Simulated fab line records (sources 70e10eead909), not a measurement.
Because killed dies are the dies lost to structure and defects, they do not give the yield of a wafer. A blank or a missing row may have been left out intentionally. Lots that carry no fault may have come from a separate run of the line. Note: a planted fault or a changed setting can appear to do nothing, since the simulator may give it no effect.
The tool behind it: which one? || flow nand_harc || Sampling: 12 lots, 36 wafers, 5 of 1159 route steps

WHAT EACH GAUGE READ, for each wafer
NHARC_A_BONDPAD_CD_MEAS_09 targets a cd of 500 nm.
{"lot": "L178", "measured": "day 18 04:37", "on": "cd_sem-03", "cd_nm (nm)": "501.4 502.6 496.6"}
{"lot": "L179", "measured": "day 18 06:37", "on": "cd_sem-03", "cd_nm (nm)": "503.4 502.3 496.4"}
{"lot": "L181", "measured": "day 18 15:41", "on": "cd_sem-03", "cd_nm (nm)": "506.3 505.1 501.9"}
{"lot": "L180", "measured": "day 18 21:44", "on": "cd_sem-02", "cd_nm (nm)": "499.4 502.9 504.3"}
{"lot": "L184", "measured": "day 19 19:36", "on": "cd_sem-03", "cd_nm (nm)": "501.9 496.7 500.0"}
{"lot": "L187", "measured": "day 20 03:26", "on": "cd_sem-03", "cd_nm (nm)": "500.4 502.5 501.3"}
{"lot": "L188", "measured": "day 20 18:14", "on": "cd_sem-02", "cd_nm (nm)": "498.5 502.1 499.2"}
{"lot": "L190", "measured": "day 20 19:08", "on": "cd_sem-02", "cd_nm (nm)": "501.3 501.7 502.3"}
{"lot": "L194", "measured": "day 22 09:58", "on": "cd_sem-02", "cd_nm (nm)": "500.3 497.6 500.9"}
{"lot": "L197", "measured": "day 22 10:25", "on": "cd_sem-03", "cd_nm (nm)": "498.0 499.8 500.2"}
{"lot": "L196", "measured": "day 22 11:31", "on": "cd_sem-01", "cd_nm (nm)": "501.4 503.1 501.8"}
{"lot": "L198", "measured": "day 23 05:50", "on": "cd_sem-02", "cd_nm (nm)": "502.2 498.9 500.7"}

NHARC_END_SORT_01.
{"lot": "L194", "measured": "day 24 05:59", "on": "prober-02", "defect_limited_yield (%)": "95.7 85.4 95.3", "killed_at_array": "26 97 30", "killed_at_other": "2 0 1", "killed_at_periphery": "1 2 1", "killed_dies": "29 99 32", "killed_open": "5 4 2", "killed_short": "3 2 1", "sort_bin_2_pct (%)": "1.5 7.1 1.0", "sort_bin_3_pct (%)": "0.15 2.95 0.15", "sort_bin_4_pct (%)": "2.7 4.6 3.5", "sort_n_pass": "648 578 645", "sort_rim_yield_pct (%)": "96.2 86.8 99.1", "sort_yield_pct (%)": "95.7 85.4 95.3"}
{"lot": "L197", "measured": "day 23 21:20", "on": "prober-02", "defect_limited_yield (%)": "84.5 94.1 93.5", "killed_at_array": "100 36 39", "killed_at_other": "1 0 0", "killed_at_periphery": "4 4 5", "killed_dies": "105 40 44", "killed_open": "4 2 7", "killed_short": "2 3 4", "sort_bin_2_pct (%)": "6.2 1.3 3.0", "sort_bin_3_pct (%)": "2.95 0.44 0.30", "sort_bin_4_pct (%)": "6.4 4.1 3.2", "sort_n_pass": "572 637 633", "sort_rim_yield_pct (%)": "84.0 95.3 91.5", "sort_yield_pct (%)": "84.5 94.1 93.5"}
{"lot": "L196", "measured": "day 23 21:25", "on": "prober-01", "defect_limited_yield (%)": "95.7 94.5 87.1", "killed_at_array": "24 34 83", "killed_at_other": "0 1 0", "killed_at_periphery": "5 2 4", "killed_dies": "29 37 87", "killed_open": "1 3 4", "killed_short": "2 2 0", "sort_bin_2_pct (%)": "1.9 1.8 6.5", "sort_bin_3_pct (%)": "0.15 0.74 2.22", "sort_bin_4_pct (%)": "2.2 3.0 4.1", "sort_n_pass": "648 640 590", "sort_rim_yield_pct (%)": "95.3 98.1 80.2", "sort_yield_pct (%)": "95.7 94.5 87.1"}
{"lot": "L198", "measured": "day 24 16:04", "on": "prober-01", "defect_limited_yield (%)": "95.1 96.8", "killed_at_array": "31 21", "killed_at_other": "0 0", "killed_at_periphery": "2 1", "killed_dies": "33 22", "killed_open": "4 1", "killed_short": "3 4", "sort_bin_2_pct (%)": "0.9 0.6", "sort_bin_3_pct (%)": "0.44 0", "sort_bin_4_pct (%)": "3.5 2.7", "sort_n_pass": "644 655", "sort_rim_yield_pct (%)": "99.1 99.1", "sort_yield_pct (%)": "95.1 96.8"}

EACH LOT AND THE TOOL THAT RAN IT (in order: tool; ch and the chambers of the sampled wafers; start)
{"lot": "L178", "NHARC_A_M1_ETCH_28": "rie_diel-10 ch 0,2,3, day 18 01:10 or earlier", "NHARC_A_M1_PRE_CLEAN_30": "pvd_sputter-01, day 18 01:10", "NHARC_THIN_TSV_PVD_51": "pvd_sputter-01, no start"}
{"lot": "L179", "NHARC_A_M1_ETCH_28": "rie_diel-12 ch 0,1,3, day 18 03:06 or earlier", "NHARC_A_M1_PRE_CLEAN_30": "pvd_sputter-01, day 18 03:06", "NHARC_THIN_TSV_PVD_51": "pvd_sputter-03, no start"}
{"lot": "L181", "NHARC_A_M1_ETCH_28": "rie_diel-12 ch 0,1,3, day 18 12:20 or earlier", "NHARC_A_M1_PRE_CLEAN_30": "pvd_sputter-03, day 18 12:20", "NHARC_THIN_TSV_PVD_51": "pvd_sputter-03, no start"}
{"lot": "L180", "NHARC_A_M1_ETCH_28": "rie_diel-02 ch 0,2,3, day 18 17:57 or earlier", "NHARC_A_M1_PRE_CLEAN_30": "pvd_sputter-01, day 18 17:57", "NHARC_THIN_TSV_PVD_51": "pvd_sputter-02, no start"}
{"lot": "L184", "NHARC_A_M1_ETCH_28": "rie_diel-12 ch 0,1, day 19 16:12 or earlier", "NHARC_A_M1_PRE_CLEAN_30": "pvd_sputter-01, day 19 16:12", "NHARC_THIN_TSV_PVD_51": "pvd_sputter-01, no start"}
{"lot": "L187", "NHARC_A_M1_ETCH_28": "rie_diel-10 ch 0,2,3, day 19 23:52 or earlier", "NHARC_A_M1_PRE_CLEAN_30": "pvd_sputter-01, day 19 23:52", "NHARC_THIN_TSV_PVD_51": "pvd_sputter-02, no start"}
{"lot": "L188", "NHARC_A_M1_ETCH_28": "rie_diel-10 ch 1,2,3, day 20 14:49 or earlier", "NHARC_A_M1_PRE_CLEAN_30": "pvd_sputter-03, day 20 14:49", "NHARC_THIN_TSV_PVD_51": "pvd_sputter-03, no start"}
{"lot": "L190", "NHARC_A_M1_ETCH_28": "rie_diel-02 ch 0,1,3, day 20 15:41 or earlier", "NHARC_A_M1_PRE_CLEAN_30": "pvd_sputter-01, day 20 15:41", "NHARC_THIN_TSV_PVD_51": "pvd_sputter-01, no start"}
{"lot": "L194", "NHARC_A_M1_ETCH_28": "rie_diel-12 ch 0,1,2, day 22 06:18 or earlier", "NHARC_A_M1_PRE_CLEAN_30": "pvd_sputter-01, day 22 06:18", "NHARC_THIN_TSV_PVD_51": "pvd_sputter-02, day 24 05:59 or earlier"}
{"lot": "L197", "NHARC_A_M1_ETCH_28": "rie_diel-10 ch 0,3, day 22 06:46 or earlier", "NHARC_A_M1_PRE_CLEAN_30": "pvd_sputter-01, day 22 06:46", "NHARC_THIN_TSV_PVD_51": "pvd_sputter-02, day 23 21:20 or earlier"}
{"lot": "L196", "NHARC_A_M1_ETCH_28": "rie_diel-12 ch 1,2, day 22 07:31 or earlier", "NHARC_A_M1_PRE_CLEAN_30": "pvd_sputter-01, day 22 07:31", "NHARC_THIN_TSV_PVD_51": "pvd_sputter-02, day 23 21:25 or earlier"}
{"lot": "L198", "NHARC_A_M1_ETCH_28": "rie_diel-10 ch 1,2,3, day 23 02:25 or earlier", "NHARC_A_M1_PRE_CLEAN_30": "pvd_sputter-02, day 23 02:25", "NHARC_THIN_TSV_PVD_51": "pvd_sputter-02, day 24 16:04 or earlier"}
- NHARC_A_M1_ETCH_28: etches the open film in CF4/N2, target depth 30 nm, time 72.99 s.
- NHARC_A_M1_PRE_CLEAN_30: time 30 s.
- NHARC_THIN_TSV_PVD_51: deposits Cu, target thk 100 nm.

AS READ BY THE TOOLS THEMSELVES (means over the sampled wafers that have a number; for cases with no such wafer, the mark the record gives instead)
NHARC_A_M1_ETCH_28.
{"lot": "L178", "tool": "rie_diel-10", "drypump_motor_current_A (A)": 5.5, "oes_product_au (a.u.)": 1.001, "rf_vpp_V (V)": 314.7, "showerhead_plenum_p_Torr (Torr)": 2.65, "throttle_valve_pct (%)": 19.800}
{"lot": "L179", "tool": "rie_diel-12", "drypump_motor_current_A (A)": 5.6, "oes_product_au (a.u.)": 0.996, "rf_vpp_V (V)": 313.4, "showerhead_plenum_p_Torr (Torr)": 2.59, "throttle_valve_pct (%)": 19.795}
{"lot": "L181", "tool": "rie_diel-12", "drypump_motor_current_A (A)": 5.6, "oes_product_au (a.u.)": 1.005, "rf_vpp_V (V)": 312.8, "showerhead_plenum_p_Torr (Torr)": 2.59, "throttle_valve_pct (%)": 19.807}
{"lot": "L180", "tool": "rie_diel-02", "drypump_motor_current_A (A)": 5.4, "oes_product_au (a.u.)": 1.005, "rf_vpp_V (V)": 314.5, "showerhead_plenum_p_Torr (Torr)": 2.62, "throttle_valve_pct (%)": 19.800}
{"lot": "L184", "tool": "rie_diel-12", "drypump_motor_current_A (A)": 5.7, "oes_product_au (a.u.)": 0.985, "rf_vpp_V (V)": 313.0, "showerhead_plenum_p_Torr (Torr)": 2.61, "throttle_valve_pct (%)": 19.793}
{"lot": "L187", "tool": "rie_diel-10", "drypump_motor_current_A (A)": 5.5, "oes_product_au (a.u.)": 0.992, "rf_vpp_V (V)": 314.1, "showerhead_plenum_p_Torr (Torr)": 2.64, "throttle_valve_pct (%)": 19.792}
{"lot": "L188", "tool": "rie_diel-10", "drypump_motor_current_A (A)": 5.0, "oes_product_au (a.u.)": 0.995, "rf_vpp_V (V)": 314.8, "showerhead_plenum_p_Torr (Torr)": 2.68, "throttle_valve_pct (%)": 19.801}
{"lot": "L190", "tool": "rie_diel-02", "drypump_motor_current_A (A)": 5.5, "oes_product_au (a.u.)": 1.001, "rf_vpp_V (V)": 314.7, "showerhead_plenum_p_Torr (Torr)": 2.64, "throttle_valve_pct (%)": 19.792}
{"lot": "L194", "tool": "rie_diel-12", "drypump_motor_current_A (A)": 5.5, "oes_product_au (a.u.)": 1.000, "rf_vpp_V (V)": 315.2, "showerhead_plenum_p_Torr (Torr)": 2.66, "throttle_valve_pct (%)": 19.801}
{"lot": "L197", "tool": "rie_diel-10", "drypump_motor_current_A (A)": 6.1, "oes_product_au (a.u.)": 0.986, "rf_vpp_V (V)": 313.4, "showerhead_plenum_p_Torr (Torr)": 2.59, "throttle_valve_pct (%)": 19.792}
{"lot": "L196", "tool": "rie_diel-12", "drypump_motor_current_A (A)": 5.3, "oes_product_au (a.u.)": 1.015, "rf_vpp_V (V)": 314.6, "showerhead_plenum_p_Torr (Torr)": 2.68, "throttle_valve_pct (%)": 19.798}
{"lot": "L198", "tool": "rie_diel-10", "drypump_motor_current_A (A)": 5.1, "oes_product_au (a.u.)": 0.993, "rf_vpp_V (V)": 315.3, "showerhead_plenum_p_Torr (Torr)": 2.68, "throttle_valve_pct (%)": 19.793}

NHARC_A_M1_PRE_CLEAN_30.
{"lot": "L178", "tool": "pvd_sputter-01", "heater_power_w (W)": 428}
{"lot": "L179", "tool": "pvd_sputter-01", "heater_power_w (W)": 401}
{"lot": "L181", "tool": "pvd_sputter-03", "heater_power_w (W)": 390}
{"lot": "L180", "tool": "pvd_sputter-01", "heater_power_w (W)": 426}
{"lot": "L184", "tool": "pvd_sputter-01", "heater_power_w (W)": 426}
{"lot": "L187", "tool": "pvd_sputter-01", "heater_power_w (W)": 378}
{"lot": "L188", "tool": "pvd_sputter-03", "heater_power_w (W)": 403}
{"lot": "L190", "tool": "pvd_sputter-01", "heater_power_w (W)": 396}
{"lot": "L194", "tool": "pvd_sputter-01", "heater_power_w (W)": 399}
{"lot": "L197", "tool": "pvd_sputter-01", "heater_power_w (W)": 391}
{"lot": "L196", "tool": "pvd_sputter-01", "heater_power_w (W)": 388}
{"lot": "L198", "tool": "pvd_sputter-02", "heater_power_w (W)": 378}

NHARC_THIN_TSV_PVD_51.
{"lot": "L178", "tool": "pvd_sputter-01", "throttle_valve_pct (%)": 30.0}
{"lot": "L179", "tool": "pvd_sputter-03", "throttle_valve_pct (%)": 29.6}
{"lot": "L181", "tool": "pvd_sputter-03", "throttle_valve_pct (%)": 29.4}
{"lot": "L180", "tool": "pvd_sputter-02", "throttle_valve_pct (%)": 28.4}
{"lot": "L184", "tool": "pvd_sputter-01", "throttle_valve_pct (%)": 29.8}
{"lot": "L187", "tool": "pvd_sputter-02", "throttle_valve_pct (%)": 28.8}
{"lot": "L188", "tool": "pvd_sputter-03", "throttle_valve_pct (%)": 30.2}
{"lot": "L190", "tool": "pvd_sputter-01", "throttle_valve_pct (%)": 29.6}
{"lot": "L194", "tool": "pvd_sputter-02", "throttle_valve_pct (%)": 29.1}
{"lot": "L197", "tool": "pvd_sputter-02", "throttle_valve_pct (%)": 29.8}
{"lot": "L196", "tool": "pvd_sputter-02", "throttle_valve_pct (%)": 30.1}
{"lot": "L198", "tool": "pvd_sputter-02", "throttle_valve_pct (%)": 29.0}

THE ANSWER, worked out from the rows above alone
Rule: usual is defined by the lots themselves. The widest of any qualifying gaps counts: lots, ordered by their means at a reading, are off when they make up no more than a third of the lots, leave a main group of 4 or more, and stand apart from it by 3 or more times the standard deviation of that group's means. A main group is skipped when, at the precision printed for the reading in the tables above, its means are all equal. Also off: a lot with no number at a reading for which 4 or more lots have one. Where the step has rows for the other lots, those lots are counted as sound. After the gauges, taken in route order, come the tools' own readings; for these a lot's mean is taken, as printed above. At the first step where some lot is off, the reading lying furthest off is the one used; lots without a number count as furthest.
Nothing can be told from this: no lot is off at any reading shown.

WHAT WAS PUT IN BY THE SIMULATOR
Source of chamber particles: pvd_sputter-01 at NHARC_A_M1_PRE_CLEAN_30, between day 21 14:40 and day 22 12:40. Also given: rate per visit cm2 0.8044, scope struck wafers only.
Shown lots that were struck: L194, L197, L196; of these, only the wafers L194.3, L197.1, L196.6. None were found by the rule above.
